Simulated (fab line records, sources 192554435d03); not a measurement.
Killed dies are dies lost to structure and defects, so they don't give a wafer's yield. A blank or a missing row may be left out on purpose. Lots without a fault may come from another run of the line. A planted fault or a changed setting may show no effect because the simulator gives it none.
Chamber matching | flow n5_finfet | N5_STI_FIN_REVEAL_ALD_14 on ald_sin-03: 4 sister chambers
The step deposits Si3N4, target thk 3 nm. 16 wafers are shown with their chamber, then 8 later ones without.

WAFERS WITH THEIR CHAMBER
wafer  | chamber | heater_power_w (W)
L080.2 | 1       | 957
L080.5 | 3       | 760
L080.6 | 2       | 782
L081.1 | 0       | 737
L081.2 | 1       | 915
L081.6 | 0       | 752
L083.1 | 3       | 771
L083.3 | 1       | 942
L083.5 | 1       | 935
L087.3 | 0       | 735
L087.5 | 1       | 899
L087.6 | 2       | 795
L088.1 | 0       | 739
L088.3 | 2       | 824
L088.4 | 3       | 760
L090.1 | 2       | 799

SIGNATURES (means of the wafers above)
reading        | chamber 0 | chamber 1 | chamber 2 | chamber 3 | scatter within a chamber
heater_power_w | 740.75    | 929.60    | 800.00    | 763.67    | 16.5
Rule: a wafer's distance from a chamber is the root of the sum, over the readings, of the square of ((its reading less the chamber's mean) divided by the reading's scatter). The wafer belongs to the nearest chamber; if the next one is less than 2 further off, it can't be placed. The scatter: the root of (the sum of the squares of (reading less its chamber's mean) over the shown wafers, divided by (wafers less chambers)).

WAFERS WITHOUT THEIR CHAMBER
wafer  | heater_power_w (W)
L090.3 | 746
L090.5 | 813
L091.1 | 944
L091.5 | 733
L091.6 | 953
L093.1 | 733
L093.2 | 779
L093.4 | 798

WHICH CHAMBER EACH WENT THROUGH
wafer  | from the rows above          | in truth
L090.3 | can't be placed: 0 or 3      | 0
L090.5 | 2                            | 2
L091.1 | 1                            | 1
L091.5 | can't be placed: 0 or 3      | 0
L091.6 | 1                            | 1
L093.1 | can't be placed: 0 or 3      | 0
L093.2 | can't be placed: 3 or 2 or 0 | 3
L093.4 | can't be placed: 2 or 3      | 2
Placed correctly: 3 of 8. Can't be placed from these rows: 5 (the true chamber is among the candidates in 5). Placed wrongly: 0.
